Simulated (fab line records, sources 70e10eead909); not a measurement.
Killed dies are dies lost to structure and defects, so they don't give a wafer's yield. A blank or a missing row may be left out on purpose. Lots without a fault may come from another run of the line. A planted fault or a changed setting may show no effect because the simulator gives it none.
fab line records | flow nand_harc
record lots=10 wafers=30 last_day=32
route steps=1302 shown P_STI@94 THIN_TSV@1269 END@1301
lots that met no fault: from a run of the same line without faults
start_h: hours from the record's first day to the start of the lot's first wafer shown | wait_h: hours since the lot's step before | " the same as in the row above | L1.1+2: a row that stands for several wafers | - no value, or no start given | * or withheld: withheld | < > ~ a bound
route shown NAME@n: a module of which the file shows steps, and the number in the route of the first | usual: mean/standard deviation of fault-free wafers | same: alike in all rows | chamber/n: place in a boat | sites: the reading at each site | _std_site: their standard deviation | _edge_site: outer sites' mean less inner sites' | radius_mm: how far each site lies from the wafer's centre | mask NAME#n: copy n | behind: the tool/chamber that last shaped the wafer | hold: why the lot was held/for how many hours/how that ended | device: the transistor (n, p or np) that didn't switch | end of line: the same wafers' tests at the end of the route | a step without rows: its recipe alone | killed: dies lost to structure and defects at the first sort, not the wafer's yield | map: a wafer's dies, x killed, . not, _ none there
set.NAME: the setting as run; set.NAME@STEP: as run at that earlier step | model.NAME: the simulator's own value behind a step, which no gauge read
steps of the route over a sample of lots; a table a step, a row a wafer
services: from which hour (start_h, from the record's first day; less than 0 if before it) a tool's chamber was out of use, for how many hours, and why
## steps
# step NHARC_P_STI_PRECLEAN_32
# recipe time_s=* temp_c=50 bath_age_min=0 chemistry=SC1
# usual nh4oh_flow_mL_min=28.29/0.088
# columns lot.wafer tool chamber start_h wait_h nh4oh_flow_mL_min
L657.1 wet_bench-07 6 46.06 - 28.34
L657.3 " 7 " " 28.21
L657.2 " 1 " " 28.34
L659.2 wet_bench-07 6 65.01 - 28.42
L659.6 " 7 " " 28.26
L659.3 " 0 " " 28.37
L658.2 wet_bench-07 6 65.18 - 28.22
L658.4 " 7 " " 28.19
L658.6 " 0 " " 28.38
L660.5 wet_bench-07 0 73.08 - 28.34
L660.4 " 1 " " 28.27
L660.6 " 5 " " 28.31
L661.4 wet_bench-07 4 85.18 - 28.26
L661.3 " 5 " " 28.11
L661.6 " 7 " " 28.37
L664.3 wet_bench-09 2 114.52 - 28.36
L664.2 " 3 " " 28.40
L664.5 " 5 " " 28.29
L668.3 wet_bench-07 0 156.09 - 28.23
L668.6 " 2 " " 28.38
L668.4 " 3 " " 28.31
L672.3 wet_bench-09 2 195.11 - 28.28
L672.1 " 4 " " 28.26
L672.6 " 7 " " 28.19
L675.4 wet_bench-02 4 223.98 - 28.31
L675.1 " 5 " " 28.09
L675.2 " 1 " " 28.26
L678.5 wet_bench-09 2 255.72 - 28.32
L678.4 " 4 " " 28.20
L678.2 " 5 " " 28.41
# step NHARC_THIN_TSV_STRIP_62
# recipe power_w=1500 temp_c=250 time_s=20 chemistry=N2/H2
# usual drypump_motor_current_A=5.83/0.27 heater_power_w=334/26 rf_refl_power_W=21/7.6
# columns lot.wafer tool chamber start_h wait_h drypump_motor_current_A heater_power_w rf_hours_counter_h rf_refl_power_W
L659.2 plasma_asher-02 1 554.78 - 5.84 340 27 -
L659.3 " 1 " " 5.83 348 - -
L659.6 " 0 " " 6.29 341 - -
L657.2 plasma_asher-02 0 561.56 - 6.30 344 29 35
L657.1 " 1 " " 5.86 340 29 24
L657.3 " 0 " " 6.31 354 - 36
L658.2 plasma_asher-01 0 562.63 - 5.55 301 7 15
L658.4 " 0 " " 5.55 296 - 15
L658.6 " 0 " " 5.57 308 - 15
L660.4 plasma_asher-01 1 579.79 - 5.76 366 - 17
L660.5 " 0 " " 5.53 305 - 15
L660.6 " 1 " " 5.80 360 - 17
L661.3 plasma_asher-01 0 581.05 - 5.56 301 - 15
L661.4 " 1 " " 5.74 359 - 16
L661.6 " 1 " " 5.79 365 - 17
L664.2 plasma_asher-01 1 610.08 - 5.75 362 15 17
L664.3 " 1 " " 5.77 368 - 17
L664.5 " 1 " " 5.76 366 - 17
L668.3 plasma_asher-01 1 660.17 - 5.78 358 - -
L668.4 " 0 " " 5.55 303 - -
L668.6 " 1 " " 5.77 361 - -
L672.1 plasma_asher-01 1 684.34 - 5.74 354 32 16
L672.3 " 0 " " 5.55 304 - 15
L672.6 " 0 " " 5.55 291 - 15
L675.2 plasma_asher-02 0 749.28 - 6.30 319 29 35
L675.1 " 1 " " 5.82 337 29 23
L675.4 " 1 " " 5.82 330 - 24
L678.2 plasma_asher-01 1 759.69 - 5.77 375 11 16
L678.4 " 0 " " 5.56 297 - 15
L678.5 " 0 " " 5.55 296 - 14
# step NHARC_THIN_TSV_PVD_51
# recipe target_thk_a=1000 chamber_pressure_pa=5 material=Cu
# usual chamber_pressure_pa=5.002/0.01 throttle_valve_pct=29.6/0.91
# columns lot.wafer tool chamber start_h wait_h chamber_pressure_pa throttle_valve_pct
L659.2 pvd_sputter-03 - - - 5.003 28.7
L659.3 " - " " 5.010 29.4
L659.6 " - " " 4.998 29.8
L657.1 pvd_sputter-01 - - - 4.991 30.5
L657.3 " - " " 5.009 28.5
L657.2 " - " " 5.011 29.1
L658.2 pvd_sputter-03 - - - 4.995 28.3
L658.4 " - " " 5.000 29.9
L658.6 " - " " 5.003 29.5
L660.4 pvd_sputter-01 - - - 5.019 29.2
L660.5 " - " " 5.005 30.8
L660.6 " - " " 5.005 30.6
L661.4 pvd_sputter-03 - - - 5.009 30.1
L661.3 " - " " 5.007 28.3
L661.6 " - " " 5.008 28.7
L664.3 pvd_sputter-01 - - - 5.007 30.3
L664.2 " - " " 5.010 30.7
L664.5 " - " " 5.015 30.2
L668.3 pvd_sputter-03 - - - 4.997 29.5
L668.4 " - " " 4.985 28.9
L668.6 " - " " 4.998 29.3
L672.1 pvd_sputter-02 - - - 5.002 29.9
L672.3 " - " " 4.983 30.8
L672.6 " - " " 5.000 30.1
L675.4 pvd_sputter-02 - - - 4.989 29.9
L675.2 " - " " 4.978 30.0
L675.1 " - " " 4.997 30.8
L678.4 pvd_sputter-03 - - - 5.000 28.9
L678.2 " - " " 5.008 29.5
L678.5 " - " " 4.995 30.1
# step NHARC_THIN_TSV_CD_MEAS_37
# usual cd_nm=4998.2/2.7
# columns lot.wafer tool chamber start_h wait_h cd_nm
L659.2 cd_sem-01 - 559.53 - 4996.1
L659.3 " - " " 4994.3
L659.6 " - " " 4996.7
L657.1 cd_sem-02 - 566.28 - 5000.7
L657.2 " - " " 4999.0
L657.3 " - " " 4998.9
L658.2 cd_sem-03 - 567.37 - 4995.6
L658.4 " - " " 4996.6
L658.6 " - " " 4999.4
L660.4 cd_sem-03 - 584.42 - 4999.5
L660.5 " - " " 4995.4
L660.6 " - " " 4999.3
L661.3 cd_sem-02 - 585.60 - 4997.0
L661.4 " - " " 5000.2
L661.6 " - " " 5000.6
L664.2 cd_sem-03 - 614.82 - 4996.9
L664.3 " - " " 4998.7
L664.5 " - " " 5000.1
L668.3 cd_sem-01 - 664.99 - 4998.3
L668.4 " - " " 4997.2
L668.6 " - " " 4999.7
L672.1 cd_sem-01 - 689.07 - 4998.5
L672.3 " - " " 5000.3
L672.6 " - " " 4999.9
L675.1 cd_sem-02 - 754.06 - 4997.0
L675.2 " - " " 5000.9
L675.4 " - " " 4997.5
L678.2 cd_sem-02 - 764.57 - 4997.2
L678.4 " - " " 4998.4
L678.5 " - " " 4995.0
# step NHARC_END_WLT_00
# usual VT_DECK1_BOTTOM=0.872/0.0079 VT_DECK1_BOTTOM_INNER=0.871/0.0077 VT_DECK1_MEDIAN_NEAR_BOTTOM=0.873/0.0076 VT_DECK1_MEDIAN_NEAR_BOTTOM_INNER=0.873/0.0073 VT_DECK1_MIDDLE=0.885/0.0074 VT_DECK1_MIDDLE_INNER=0.884/0.0074 VT_DECK1_TOP=0.897/0.008 VT_DECK1_TOP_INNER=0.896/0.0076 VT_DECK2_BOTTOM=0.869/0.0069 VT_DECK2_BOTTOM_INNER=0.869/0.0069 VT_DECK2_MEDIAN_NEAR_BOTTOM=0.870/0.0077 VT_DECK2_MEDIAN_NEAR_BOTTOM_INNER=0.871/0.0071 VT_DECK2_MIDDLE=0.884/0.0071 VT_DECK2_MIDDLE_INNER=0.884/0.007 VT_DECK2_TOP=0.896/0.0072 VT_DECK2_TOP_INNER=0.896/0.0068
# columns lot.wafer tool chamber start_h wait_h hold VT_DECK1_BOTTOM VT_DECK1_BOTTOM_INNER VT_DECK1_MEDIAN_NEAR_BOTTOM VT_DECK1_MEDIAN_NEAR_BOTTOM_INNER VT_DECK1_MIDDLE VT_DECK1_MIDDLE_INNER VT_DECK1_TOP VT_DECK1_TOP_INNER VT_DECK2_BOTTOM VT_DECK2_BOTTOM_INNER VT_DECK2_MEDIAN_NEAR_BOTTOM VT_DECK2_MEDIAN_NEAR_BOTTOM_INNER VT_DECK2_MIDDLE VT_DECK2_MIDDLE_INNER VT_DECK2_TOP VT_DECK2_TOP_INNER
L659.2 prober-02 - 565.22 0.6 - 0.871 0.871 0.872 0.872 0.882 0.874 0.893 0.888 0.870 0.872 0.878 0.876 0.885 0.888 0.897 0.894
L659.3 " - " " - 0.868 0.866 0.866 0.861 0.876 0.891 0.883 0.886 0.856 0.861 0.870 0.866 0.884 0.885 0.898 0.891
L659.6 " - 567.21 2.5 - 0.865 0.865 0.869 0.875 0.888 0.881 0.887 0.885 0.873 0.859 0.874 0.867 0.884 0.877 0.893 0.894
L657.1 prober-01 - 570.98 0.0 - 0.862 0.854 0.859 0.852 0.873 0.871 0.877 0.875 0.873 0.874 0.862 0.870 0.897 0.889 0.900 0.898
L657.2 " - " " - 0.858 0.849 0.852 0.856 0.865 0.868 0.876 0.883 0.870 0.877 0.883 0.886 0.894 0.888 0.905 0.903
L657.3 " - " " - 0.853 0.861 0.865 0.864 0.868 0.871 0.886 0.880 0.870 0.872 0.878 0.872 0.894 0.885 0.896 0.899
L658.2 prober-02 - 572.98 2.0 - 0.876 0.863 0.869 0.865 0.875 0.882 0.883 0.886 0.875 0.871 0.875 0.879 0.885 0.884 0.903 0.906
L658.4 " - " " - 0.860 0.864 0.862 0.864 0.883 0.871 0.882 0.883 0.870 0.873 0.864 0.879 0.883 0.886 0.898 0.890
L658.6 " - 574.97 4.0 - 0.864 0.853 0.875 0.866 0.882 0.873 0.887 0.877 0.874 0.864 0.875 0.866 0.883 0.880 0.905 0.894
L661.3 prober-02 - 591.24 1.0 await_dispo/0.2h/release 1.007 0.996 1.000 0.997 1.019 1.012 1.034 1.035 0.986 0.983 0.985 0.987 1.012 1.006 1.026 1.018
L661.4 " - " " await_dispo/0.2h/release 1.003 1.005 1.008 1.003 1.023 1.017 1.032 1.034 0.987 0.995 0.991 1.006 1.014 1.017 1.023 1.037
L661.6 " - " " await_dispo/0.2h/release 1.004 1.003 1.005 1.007 1.024 1.022 1.035 1.033 0.998 0.995 0.996 0.992 1.017 1.008 1.036 1.040
L661.3 prober-02 - 598.98 7.2 - 0.995 0.997 1.002 1.004 1.009 1.021 1.034 1.031 1.001 0.992 0.995 0.993 1.013 1.010 1.029 1.024
L661.4 " - " " - 1.008 1.003 1.014 1.015 1.025 1.012 1.036 1.033 0.992 0.988 0.998 0.994 1.012 1.009 1.030 1.024
L661.6 " - " " - 1.003 0.999 1.003 1.006 1.020 1.018 1.039 1.030 0.996 0.995 0.994 0.990 1.011 1.012 1.030 1.032
L660.4 prober-01 - 591.72 1.5 - 0.865 0.870 0.866 0.874 0.885 0.882 0.899 0.891 0.869 0.877 0.871 0.868 0.883 0.882 0.896 0.900
L660.5 " - " " - 0.872 0.879 0.885 0.887 0.886 0.890 0.894 0.897 0.867 0.859 0.860 0.871 0.876 0.871 0.902 0.889
L660.6 " - " " - 0.875 0.870 0.874 0.876 0.884 0.888 0.898 0.896 0.866 0.866 0.861 0.869 0.884 0.885 0.892 0.902
L664.2 prober-01 - 621.37 0.5 - 0.872 0.868 0.874 0.879 0.887 0.890 0.888 0.892 0.880 0.878 0.873 0.876 0.892 0.899 0.907 0.905
L664.3 " - " " - 0.871 0.866 0.867 0.870 0.880 0.879 0.886 0.895 0.882 0.887 0.888 0.882 0.895 0.898 0.901 0.902
L664.5 " - 622.88 2.1 - 0.878 0.879 0.872 0.881 0.887 0.878 0.893 0.897 0.880 0.873 0.876 0.876 0.891 0.894 0.900 0.902
L668.3 prober-02 - 671.36 1.1 await_dispo/0.2h/release 1.002 1.000 0.999 1.003 1.022 1.017 1.030 1.037 0.990 0.993 0.987 0.993 1.014 1.010 1.037 1.039
L668.4 " - " " await_dispo/0.2h/release 1.006 0.999 0.996 0.997 1.013 1.015 1.034 1.027 0.991 0.998 0.992 1.005 1.007 1.010 1.035 1.037
L668.6 " - 672.88 2.6 await_dispo/0.2h/release 1.002 1.002 0.995 1.005 1.013 1.024 1.029 1.034 0.999 1.000 0.990 1.001 1.016 1.011 1.035 1.026
L668.3 prober-02 - 679.20 7.3 - 1.002 1.007 1.005 1.006 1.018 1.022 1.024 1.032 0.998 0.984 0.992 0.995 1.020 1.018 1.031 1.033
L668.4 " - " " - 0.988 1.000 0.998 1.001 1.018 1.018 1.035 1.037 1.002 0.992 0.997 1.003 1.004 1.019 1.024 1.028
L668.6 " - 680.72 7.3 - 0.992 0.996 1.003 1.002 1.018 1.022 1.035 1.029 0.994 0.992 0.999 1.004 1.018 1.026 1.038 1.035
L672.1 prober-01 - 691.81 0.0 - 0.862 0.864 0.874 0.881 0.888 0.883 0.908 0.893 0.870 0.883 0.880 0.881 0.891 0.881 0.906 0.906
L672.3 " - " " - 0.884 0.878 0.878 0.877 0.888 0.890 0.902 0.908 0.876 0.875 0.864 0.879 0.891 0.885 0.902 0.898
L672.6 " - 694.26 2.5 - 0.870 0.884 0.878 0.878 0.891 0.893 0.904 0.915 0.874 0.866 0.878 0.870 0.889 0.899 0.895 0.905
L675.1 prober-01 - 758.78 0.0 - 0.851 0.858 0.854 0.860 0.872 0.872 0.894 0.892 0.876 0.872 0.886 0.877 0.889 0.886 0.905 0.906
L675.2 " - " " - 0.857 0.858 0.866 0.853 0.870 0.870 0.898 0.890 0.876 0.874 0.886 0.881 0.887 0.895 0.901 0.904
L675.4 " - " " - 0.870 0.867 0.873 0.870 0.873 0.881 0.892 0.896 0.882 0.874 0.880 0.873 0.894 0.891 0.911 0.903
L678.2 prober-02 - 769.64 0.6 - 0.867 0.873 0.874 0.872 0.888 0.889 0.906 0.905 0.861 0.860 0.864 0.867 0.882 0.886 0.901 0.891
L678.4 " - 770.65 1.6 - 0.888 0.892 0.889 0.875 0.897 0.894 0.913 0.895 0.868 0.875 0.873 0.867 0.888 0.879 0.898 0.895
L678.5 " - " " - 0.867 0.872 0.871 0.868 0.890 0.877 0.907 0.900 0.867 0.858 0.867 0.865 0.881 0.881 0.898 0.892
# step NHARC_END_SORT_01
# recipe temp_c=25
# usual killed_at_array=55/23 killed_at_other=1.0/1.2 killed_at_periphery=3.2/2.7 killed_dies=59/23 killed_open=3.1/1.6 killed_short=2.2/1.5
# same gross_dies=677
# columns lot.wafer tool chamber start_h wait_h hold killed_at_array killed_at_other killed_at_periphery killed_dies killed_open killed_short
L659.2 prober-02 0 568.50 2.8 - 27 0 5 32 4 3
L659.3 prober-02 0 569.30 3.1 - 17 0 8 25 3 4
L659.6 prober-02 0 571.69 4.0 - 17 0 5 22 1 3
L657.1 prober-01 0 573.96 2.5 - 41 0 0 41 4 3
L657.2 prober-01 0 574.76 2.8 - 41 0 3 44 5 1
L657.3 prober-01 0 575.56 3.1 - 41 0 4 45 4 3
L658.2 prober-02 0 576.25 2.8 - 112 0 3 115 4 1
L658.4 prober-02 0 577.83 3.4 - 116 0 1 117 2 1
L658.6 prober-02 0 579.41 4.0 - 117 3 2 122 5 2
L660.4 prober-01 0 595.58 3.4 - 59 1 5 65 4 0
L660.5 prober-01 0 596.37 3.7 - 72 0 3 75 4 1
L660.6 prober-01 0 597.17 4.0 - 75 0 2 77 4 4
L661.3 prober-02 0 605.90 6.4 await_dispo/3.4h/release 25 2 1 28 2 0
L661.4 prober-02 0 606.70 6.7 await_dispo/3.4h/release 18 1 0 19 3 1
L661.6 prober-02 0 608.29 7.3 await_dispo/3.4h/release 25 2 1 28 2 2
L664.2 prober-01 0 624.69 2.8 - 39 0 4 43 2 5
L664.3 prober-01 0 625.49 3.1 - 34 1 2 37 4 3
L664.5 prober-01 0 627.10 3.7 - 30 0 5 35 3 2
L668.3 prober-02 0 684.28 4.6 await_dispo/1.5h/release 100 3 3 106 5 1
L668.4 prober-02 0 685.08 4.9 await_dispo/1.5h/release 86 2 2 90 6 2
L668.6 prober-02 0 686.68 5.4 await_dispo/1.5h/release 96 2 2 100 3 0
L672.1 prober-01 0 694.75 2.5 - 46 4 1 51 5 1
L672.3 prober-01 0 696.36 3.1 - 51 2 1 54 3 3
L672.6 prober-01 0 698.77 4.0 - 38 4 1 43 2 1
L675.1 prober-01 0 761.75 2.5 - 84 0 3 87 3 2
L675.2 prober-01 0 762.54 2.8 - 81 1 1 83 3 0
L675.4 prober-01 0 764.13 3.4 - 65 0 0 65 2 2
L678.2 prober-02 0 772.95 2.8 - 68 0 1 69 4 3
L678.4 prober-02 0 774.57 3.4 - 48 0 0 48 4 1
L678.5 prober-02 0 775.37 3.7 - 45 1 3 49 1 1
# killed by level:class
L659.2 A_CHANNEL_HOLE_D2:chamber_film_flake=7 A_STAIRCASE:chamber_film_flake=6 A_CHANNEL_HOLE_D1:chamber_film_flake=4 A_CONTACT:chamber_film_flake=3 P_CONTACT:geometric_particle:short=2 A_BLC:geometric_particle:open=2 A_DECK1_JOINT:chamber_film_flake=2 P_GATE:geometric_particle:open=1
L659.3 P_STI:chamber_film_flake=3 A_CONTACT:chamber_film_flake=3 P_GATE:chamber_film_flake=2 P_CONTACT:chamber_film_flake=2 A_CHANNEL_HOLE_D1:chamber_film_flake=2 A_CHANNEL_HOLE_D2:chamber_film_flake=2 A_BONDPAD:chamber_film_flake=2 P_M0:geometric_particle:short=1
L659.6 A_CHANNEL_HOLE_D2:chamber_film_flake=8 P_STI:chamber_film_flake=3 A_STAIRCASE:chamber_film_flake=2 A_CONTACT:chamber_film_flake=2 P_M0:geometric_particle:short=1 A_ONON_D1:geometric_particle:short=1 A_WL_FILL:geometric_particle:short=1 A_BLC:geometric_particle:open=1
L657.1 A_SLIT:chamber_film_flake=19 A_CHANNEL_HOLE_D2:chamber_film_flake=5 A_STAIRCASE:chamber_film_flake=4 A_CONTACT:chamber_film_flake=3 A_ONON_D1:geometric_particle:open=1 A_ONON_D1:geometric_particle:short=1 A_CHANNEL_FILL_D1:geometric_particle:open=1 A_ONON_D2:geometric_particle:short=1
L657.2 A_SLIT:chamber_film_flake=24 A_CHANNEL_HOLE_D2:chamber_film_flake=6 A_CONTACT:chamber_film_flake=3 P_CONTACT:geometric_particle:open=1 A_ONON_D1:geometric_particle:short=1 A_ONON_D1:geometric_particle:open=1 A_DECK1_JOINT:geometric_particle:open=1 A_ONON_D2:geometric_particle:open=1
L657.3 A_SLIT:chamber_film_flake=23 A_CHANNEL_HOLE_D2:chamber_film_flake=6 P_CONTACT:chamber_film_flake=3 A_CONTACT:chamber_film_flake=2 P_CONTACT:geometric_particle:open=1 A_ONON_D1:geometric_particle:short=1 A_CHANNEL_FILL_D1:geometric_particle:open=1 A_DECK1_JOINT:geometric_particle:short=1
L658.2 A_CHANNEL_HOLE_D1:chamber_film_flake=34 A_CHANNEL_HOLE_D2:chamber_film_flake=33 A_SLIT:chamber_film_flake=20 A_STAIRCASE:chamber_film_flake=8 A_CONTACT:chamber_film_flake=4 A_CHANNEL_FILL_D2:chamber_film_flake=3 P_STI:chamber_film_flake=2 A_SGD_CUT:chamber_film_flake=2
L658.4 A_CHANNEL_HOLE_D2:chamber_film_flake=37 A_CHANNEL_HOLE_D1:chamber_film_flake=33 A_SLIT:chamber_film_flake=24 A_STAIRCASE:chamber_film_flake=11 A_CONTACT:chamber_film_flake=3 A_CHANNEL_FILL_D2:chamber_film_flake=3 P_M1:geometric_particle:open=1 A_SGD_CUT:geometric_particle:open=1
L658.6 A_CHANNEL_HOLE_D1:chamber_film_flake=34 A_CHANNEL_HOLE_D2:chamber_film_flake=34 A_SLIT:chamber_film_flake=22 A_STAIRCASE:chamber_film_flake=12 A_CHANNEL_FILL_D2:chamber_film_flake=3 A_CONTACT:chamber_film_flake=3 THIN_TSV:chamber_film_flake=3 P_CONTACT:geometric_particle:open=1
L660.4 A_CHANNEL_HOLE_D2:chamber_film_flake=30 A_CHANNEL_HOLE_D1:chamber_film_flake=18 P_ZERO_WELL:chamber_film_flake=3 A_STAIRCASE:chamber_film_flake=3 P_STI:chamber_film_flake=2 A_CHANNEL_FILL_D2:chamber_film_flake=2 A_SLIT:chamber_film_flake=2 A_ONON_D2:geometric_particle:open=1
L660.5 A_CHANNEL_HOLE_D1:chamber_film_flake=32 A_CHANNEL_HOLE_D2:chamber_film_flake=28 A_STAIRCASE:chamber_film_flake=3 P_STI:chamber_film_flake=2 A_CHANNEL_FILL_D1:geometric_particle:open=1 A_SGD_CUT:geometric_particle:short=1 A_WL_FILL:geometric_particle:open=1 A_BLC:geometric_particle:open=1
L660.6 A_CHANNEL_HOLE_D1:chamber_film_flake=38 A_CHANNEL_HOLE_D2:chamber_film_flake=27 A_CONTACT:chamber_film_flake=2 P_CONTACT:geometric_particle:short=1 P_CONTACT:geometric_particle:open=1 A_ONON_D1:geometric_particle:short=1 A_CHANNEL_HOLE_D1:geometric_particle:short=1 A_WL_FILL:geometric_particle:short=1
L661.3 A_CHANNEL_HOLE_D2:chamber_film_flake=12 A_CHANNEL_HOLE_D1:chamber_film_flake=4 A_SGD_CUT:chamber_film_flake=3 A_WL_FILL:geometric_particle:open=2 A_STAIRCASE:chamber_film_flake=2 THIN_TSV:chamber_film_flake=2 P_M0:chamber_film_flake=1 A_CONTACT:chamber_film_flake=1
L661.4 A_CHANNEL_HOLE_D2:chamber_film_flake=8 A_CONTACT:chamber_film_flake=3 A_ONON_D2:geometric_particle:short=1 A_CHANNEL_FILL_D2:geometric_particle:open=1 A_WL_FILL:geometric_particle:open=1 A_CONTACT:geometric_particle:open=1 A_STAIRCASE:chamber_film_flake=1 A_SGD_CUT:chamber_film_flake=1
L661.6 A_CHANNEL_HOLE_D2:chamber_film_flake=8 A_SGD_CUT:chamber_film_flake=4 A_CHANNEL_HOLE_D1:chamber_film_flake=2 A_DECK1_JOINT:chamber_film_flake=2 THIN_TSV:chamber_film_flake=2 A_DECK1_JOINT:geometric_particle:open=1 A_DECK1_JOINT:geometric_particle:short=1 A_SGD_CUT:geometric_particle:open=1
L664.2 A_CHANNEL_HOLE_D2:chamber_film_flake=18 A_WL_FILL:chamber_film_flake=6 A_CHANNEL_FILL_D1:chamber_film_flake=3 P_STI:chamber_film_flake=2 A_STAIRCASE:chamber_film_flake=2 P_CONTACT:geometric_particle:open=1 A_DECK1_JOINT:geometric_particle:short=1 A_ONON_D2:geometric_particle:short=1
L664.3 A_CHANNEL_HOLE_D2:chamber_film_flake=9 A_CHANNEL_HOLE_D1:chamber_film_flake=5 A_WL_FILL:chamber_film_flake=4 A_CONTACT:chamber_film_flake=3 P_STI:chamber_film_flake=2 A_CHANNEL_FILL_D1:chamber_film_flake=2 A_DECK1_JOINT:chamber_film_flake=2 A_SOURCE_PLATE:geometric_particle:short=1
L664.5 A_CHANNEL_HOLE_D2:chamber_film_flake=8 A_CHANNEL_HOLE_D1:chamber_film_flake=6 A_DECK1_JOINT:chamber_film_flake=4 A_CONTACT:chamber_film_flake=4 P_STI:chamber_film_flake=3 A_WL_FILL:chamber_film_flake=3 P_GATE:geometric_particle:open=1 P_M2:geometric_particle:short=1
L668.3 A_CHANNEL_HOLE_D1:chamber_film_flake=32 A_SLIT:chamber_film_flake=29 A_CHANNEL_HOLE_D2:chamber_film_flake=18 A_CONTACT:chamber_film_flake=6 A_M0:chamber_film_flake=4 P_M0:geometric_particle:open=2 A_CHANNEL_FILL_D2:chamber_film_flake=2 A_STAIRCASE:chamber_film_flake=2
L668.4 A_CHANNEL_HOLE_D1:chamber_film_flake=27 A_SLIT:chamber_film_flake=26 A_CHANNEL_HOLE_D2:chamber_film_flake=19 A_M0:chamber_film_flake=4 A_ONON_D2:geometric_particle:short=2 A_WL_FILL:chamber_film_flake=2 P_GATE:geometric_particle:open=1 A_ONON_D2:geometric_particle:open=1
L668.6 A_SLIT:chamber_film_flake=33 A_CHANNEL_HOLE_D1:chamber_film_flake=29 A_CHANNEL_HOLE_D2:chamber_film_flake=17 A_M0:chamber_film_flake=9 A_CONTACT:chamber_film_flake=3 A_CONTACT:geometric_particle:open=2 P_M0:geometric_particle:open=1 P_GATE:chamber_film_flake=1
L672.1 A_CHANNEL_HOLE_D2:chamber_film_flake=23 A_CHANNEL_HOLE_D1:chamber_film_flake=6 A_SLIT:chamber_film_flake=5 THIN_TSV:chamber_film_flake=4 A_CHANNEL_FILL_D2:geometric_particle:open=2 A_CONTACT:chamber_film_flake=2 A_WL_FILL:chamber_film_flake=2 A_ONON_D1:geometric_particle:open=1
L672.3 A_CHANNEL_HOLE_D2:chamber_film_flake=19 A_CHANNEL_HOLE_D1:chamber_film_flake=9 A_SLIT:chamber_film_flake=6 A_CONTACT:chamber_film_flake=4 A_STAIRCASE:chamber_film_flake=3 A_DECK1_JOINT:chamber_film_flake=2 A_WL_FILL:chamber_film_flake=2 THIN_TSV:chamber_film_flake=2
L672.6 A_CHANNEL_HOLE_D2:chamber_film_flake=16 A_CHANNEL_HOLE_D1:chamber_film_flake=4 A_SLIT:chamber_film_flake=4 THIN_TSV:chamber_film_flake=4 A_CONTACT:chamber_film_flake=3 A_M1:chamber_film_flake=3 A_CHANNEL_FILL_D2:chamber_film_flake=2 A_STAIRCASE:chamber_film_flake=2
L675.1 A_CHANNEL_HOLE_D1:chamber_film_flake=37 A_CHANNEL_HOLE_D2:chamber_film_flake=26 A_SLIT:chamber_film_flake=6 A_CONTACT:chamber_film_flake=6 A_STAIRCASE:chamber_film_flake=3 A_CHANNEL_FILL_D2:geometric_particle:open=2 P_CONTACT:geometric_particle:short=1 P_CONTACT:geometric_particle:open=1
L675.2 A_CHANNEL_HOLE_D1:chamber_film_flake=38 A_CHANNEL_HOLE_D2:chamber_film_flake=24 A_STAIRCASE:chamber_film_flake=5 A_CONTACT:chamber_film_flake=5 A_SLIT:chamber_film_flake=5 A_CHANNEL_FILL_D2:geometric_particle:open=2 A_M0:geometric_particle:open=1 P_GATE:chamber_film_flake=1
L675.4 A_CHANNEL_HOLE_D1:chamber_film_flake=29 A_CHANNEL_HOLE_D2:chamber_film_flake=15 A_SLIT:chamber_film_flake=6 A_STAIRCASE:chamber_film_flake=5 A_CONTACT:chamber_film_flake=3 A_CHANNEL_FILL_D1:chamber_film_flake=2 A_ONON_D1:geometric_particle:open=1 A_DECK1_JOINT:geometric_particle:short=1
L678.2 A_SLIT:chamber_film_flake=34 A_CONTACT:chamber_film_flake=13 A_STAIRCASE:chamber_film_flake=7 A_CHANNEL_HOLE_D2:chamber_film_flake=3 P_CONTACT:geometric_particle:open=1 A_ONON_D1:geometric_particle:short=1 A_CHANNEL_FILL_D1:geometric_particle:open=1 A_ONON_D2:geometric_particle:open=1
L678.4 A_SLIT:chamber_film_flake=25 A_STAIRCASE:chamber_film_flake=7 A_CONTACT:chamber_film_flake=7 A_M0:chamber_film_flake=2 A_ONON_D1:geometric_particle:open=1 A_CHANNEL_FILL_D2:geometric_particle:open=1 A_WL_FILL:geometric_particle:open=1 A_WL_FILL:geometric_particle:short=1
L678.5 A_SLIT:chamber_film_flake=29 A_CONTACT:chamber_film_flake=9 A_STAIRCASE:chamber_film_flake=5 P_M0:geometric_particle:short=1 P_M2:geometric_particle:open=1 P_GATE:chamber_film_flake=1 A_CHANNEL_HOLE_D2:chamber_film_flake=1 A_WL_FILL:chamber_film_flake=1
## services
# columns tool chamber start_h hours kind
plasma_asher-01 - 25.66 1.5 repair
pvd_sputter-01 - 27.19 4.3 repair
pvd_sputter-01 - 48.00 10.0 pm
plasma_asher-02 - 72.00 9.0 pm
plasma_asher-02 - 128.12 2.7 repair
pvd_sputter-03 - 145.06 2.8 repair
wet_bench-07 - 160.00 8.0 pm
plasma_asher-01 - 165.01 9.0 pm
pvd_sputter-03 - 170.00 10.0 pm
wet_bench-09 - 176.80 8.0 pm
pvd_sputter-03 - 250.26 0.9 repair
wet_bench-07 - 336.00 8.0 pm
plasma_asher-01 - 342.01 9.0 pm
pvd_sputter-03 - 348.00 10.0 pm
pvd_sputter-03 - 426.97 1.7 repair
wet_bench-07 - 512.00 8.0 pm
plasma_asher-01 - 512.27 3.6 repair
plasma_asher-01 - 519.01 9.0 pm
pvd_sputter-03 - 526.00 10.0 pm
plasma_asher-01 - 598.40 2.2 repair
plasma_asher-01 - 635.67 0.8 repair
wet_bench-07 - 688.00 8.0 pm
plasma_asher-01 - 696.01 9.0 pm
pvd_sputter-03 - 704.00 10.0 pm
## key
first_sign step=NHARC_END_WLT_00 reading=VT_DECK2_TOP_INNER direction=up sigmas=20 usual=0.896 struck=1.033
effect step=NHARC_END_WLT_00 reading=VT_DECK2_TOP direction=up sigmas=19 usual=0.896 struck=1.032
effect step=NHARC_END_SORT_01 reading=hold direction=added
met_at NHARC_P_STI_PRECLEAN_32
struck_lots L661,L668
tester_left_out L661,L668
not_acting_at NHARC_THIN_TSV_STRIP_62,NHARC_THIN_TSV_PVD_51,NHARC_THIN_TSV_CD_MEAS_37
onset_between 73.08 85.18
fault kind=metallic_contamination_source tool=wet_bench-07 chamber=- onset_h=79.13 steps=NHARC_P_STI_PRECLEAN_32 rate_cm2_per_visit=2.3767e+12 species=metal_fe_cm2
# tester_left_out: of these lots the tester's yield and bins aren't shown, on N5 and GAA mostly nor the transistor test; their killed dies are dies lost to structure and defects alone, not to doping, threshold or leakage, so they don't give the yield
